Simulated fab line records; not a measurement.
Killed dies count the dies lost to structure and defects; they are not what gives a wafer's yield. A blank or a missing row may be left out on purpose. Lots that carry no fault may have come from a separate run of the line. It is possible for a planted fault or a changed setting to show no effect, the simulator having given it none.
Which tool is to blame? / flow nand_harc / at 1 step of a route of 1302, 12 lots with 36 wafers sampled

== WHAT THE GAUGES SHOWED, per wafer ==
NHARC_A_CONTACT_CD_MEAS_53.
lot=L075; measured=day 22 04:43; on=cd_sem-02; cd_nm (nm)=290.5 290.0 289.8
lot=L076; measured=day 22 17:24; on=cd_sem-03; cd_nm (nm)=289.3 289.3 288.8
lot=L079; measured=day 23 23:02; on=cd_sem-02; cd_nm (nm)=289.3 290.2 288.9
lot=L080; measured=day 24 07:04; on=cd_sem-03; cd_nm (nm)=288.0 288.2 288.4
lot=L082; measured=day 24 18:35; on=cd_sem-01; cd_nm (nm)=290.6 290.6 290.5
lot=L085; measured=day 25 19:43; on=cd_sem-01; cd_nm (nm)=289.2 289.1 289.2
lot=L087; measured=day 27 06:21; on=cd_sem-02; cd_nm (nm)=288.0 289.0 289.7
lot=L088; measured=day 27 20:06; on=cd_sem-02; cd_nm (nm)=288.4 288.6 288.5
lot=L091; measured=day 28 04:17; on=cd_sem-02; cd_nm (nm)=290.1 290.3 290.6
lot=L093; measured=day 30 05:12; on=cd_sem-02; cd_nm (nm)=289.5 288.3 288.2
lot=L095; measured=day 30 16:07; on=cd_sem-01; cd_nm (nm)=289.5 290.1 289.9
lot=L097; measured=day 31 14:01; on=cd_sem-03; cd_nm (nm)=290.0 290.4 289.7

== WHAT TOOL EACH LOT RAN ON (gives the tool, then ch and the chambers of the sampled wafers, and finally the start) ==
The record holds no process step before these readings.

== THE ANSWER, worked out from the rows above alone ==
Rule: the lots themselves supply what counts as usual. The widest of any qualifying gaps counts: lots, ordered by their means at a reading, are off when they make up no more than a third of the lots, leave a main group of 4 or more, and stand apart from it by 3 or more times the standard deviation of that group's means. A main group is skipped when, at the precision printed for the reading in the tables above, its means are all equal. Also off: a lot with no number at a reading for which 4 or more lots have one. The other lots that the step has rows for count as sound.
None of the lots is off at any reading shown; this tells nothing.

== WHAT THE SIMULATOR HAD INSERTED ==
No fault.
